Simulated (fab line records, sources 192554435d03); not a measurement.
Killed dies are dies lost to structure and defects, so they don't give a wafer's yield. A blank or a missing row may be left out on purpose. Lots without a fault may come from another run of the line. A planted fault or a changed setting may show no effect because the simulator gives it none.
Chamber matching | flow n5_finfet | N5_MOL_CONTACT_COAG_ALD_133 on ald_sin-02: 4 sister chambers
The step deposits SiO2, target thk 5 nm, pulse time 1 s, co reactant pulse time 1 s. 33 wafers are shown with their chamber, then 12 later ones without.

WAFERS WITH THEIR CHAMBER
wafer  | chamber | heater_power_w (W) | precursor_pulse_height_rel
L075.1 | 3       | 68                 | 0.996
L075.2 | 1       | 75                 | 1.004
L075.3 | 2       | 88                 | 0.993
L075.4 | 0       | 76                 | 1.013
L075.5 | 2       | 87                 | 0.992
L075.6 | 3       | 70                 | 1.004
L078.2 | 1       | 76                 | 1.003
L078.3 | 2       | 88                 | 1.017
L078.5 | 2       | 89                 | 0.996
L077.2 | 3       | 72                 | 0.979
L077.4 | 2       | 88                 | 0.980
L077.6 | 2       | 87                 | 1.023
L080.1 | 1       | 74                 | 0.949
L080.3 | 3       | 70                 | 1.016
L080.5 | 1       | 76                 | 0.963
L081.1 | 3       | 70                 | 1.002
L081.2 | 0       | 77                 | 0.980
L081.4 | 3       | 71                 | 0.980
L083.1 | 1       | 76                 | 0.986
L083.5 | 0       | 77                 | 0.995
L083.6 | 1       | 75                 | 0.956
L084.3 | 1       | 75                 | 1.017
L084.4 | 0       | 78                 | 1.009
L084.6 | 1       | 75                 | 1.044
L086.1 | 0       | 79                 | 0.977
L086.3 | 1       | 74                 | 1.009
L086.6 | 1       | 74                 | 0.980
L087.1 | 1       | 73                 | 0.984
L087.2 | 0       | 75                 | 0.994
L087.3 | 3       | 70                 | 0.968
L087.4 | 2       | 89                 | 1.001
L087.5 | 0       | 75                 | 0.962
L087.6 | 1       | 73                 | 0.996

SIGNATURES (means of the wafers above)
reading                    | chamber 0 | chamber 1 | chamber 2 | chamber 3 | scatter within a chamber
heater_power_w             | 76.71     | 74.67     | 88.00     | 70.14     | 1.16
precursor_pulse_height_rel | 0.99000   | 0.99092   | 1.00029   | 0.99214   | 0.0213
Rule: a wafer's distance from a chamber is the root of the sum, over the readings, of the square of ((its reading less the chamber's mean) divided by the reading's scatter). The wafer belongs to the nearest chamber; if the next one is less than 2 further off, it can't be placed. The scatter: the root of (the sum of the squares of (reading less its chamber's mean) over the shown wafers, divided by (wafers less chambers)).

WAFERS WITHOUT THEIR CHAMBER
wafer  | heater_power_w (W) | precursor_pulse_height_rel
L088.1 | 75                 | 1.015
L088.4 | 89                 | 1.003
L088.5 | 76                 | 1.004
L089.1 | 77                 | 1.015
L089.4 | 85                 | 1.035
L089.6 | 87                 | 1.000
L092.1 | 69                 | 1.043
L092.2 | 75                 | 0.999
L092.5 | 76                 | 1.000
L096.4 | 70                 | 0.995
L096.5 | 76                 | 0.963
L096.6 | 70                 | 1.014

WHICH CHAMBER EACH WENT THROUGH
wafer  | from the rows above     | in truth
L088.1 | can't be placed: 1 or 0 | 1
L088.4 | 2                       | 2
L088.5 | can't be placed: 0 or 1 | 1
L089.1 | can't be placed: 0 or 1 | 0
L089.4 | 2                       | 2
L089.6 | 2                       | 2
L092.1 | 3                       | 3
L092.2 | can't be placed: 1 or 0 | 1
L092.5 | can't be placed: 0 or 1 | 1
L096.4 | 3                       | 3
L096.5 | can't be placed: 0 or 1 | 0
L096.6 | 3                       | 3
Placed correctly: 6 of 12. Can't be placed from these rows: 6 (the true chamber is among the candidates in 6). Placed wrongly: 0.
